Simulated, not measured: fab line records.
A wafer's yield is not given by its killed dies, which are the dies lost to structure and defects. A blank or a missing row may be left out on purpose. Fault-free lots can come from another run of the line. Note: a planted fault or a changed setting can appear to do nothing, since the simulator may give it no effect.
Chamber matching ; flow n5-finfet ; 3 sister chambers for N5_DUMMY_REMOVAL_STRIP_10 on rie-diel-03
The step strips in N2/H2, time 40 s. 3 wafers are shown with their chamber, then 6 later ones without.

## WAFERS PAIRED WITH THEIR CHAMBERS
wafer;chamber;showerhead-plenum-p-Torr (Torr)
L090.1;0;3.30
L090.2;1;3.51
L092.3;3;3.50

## WAFERS MISSING THEIR CHAMBER
wafer;showerhead-plenum-p-Torr (Torr)
L092.6;3.51
L093.1;3.50
L093.3;3.50
L093.4;3.30
L094.1;3.49
L094.6;3.49

## EACH ONE'S CHAMBER
wafer;from the rows above;in truth
L092.6;can't be placed: 1 or 3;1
L093.1;can't be placed: 3 or 1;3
L093.3;can't be placed: 3 or 1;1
L093.4;0;0
L094.1;can't be placed: 3 or 1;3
L094.6;can't be placed: 3 or 1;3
1 of 6 placed correctly. Unplaceable from these rows: 5, with the true chamber sitting among the candidates in 5. Wrongly placed: 0.
How it was worked out, from the rows above alone: a wafer's distance from a chamber is the root of the sum, over the readings, of the square of ((its reading less the chamber's mean) divided by the reading's scatter). If the next closest chamber is less than 2 further off than the closest, the wafer can't be placed; otherwise it belongs to the closest. A chamber's mean is the mean of its shown wafers. The scatter (one wafer shown for each chamber): square how far every hidden wafer sits from the nearest shown wafer, average those squares and take the square root.
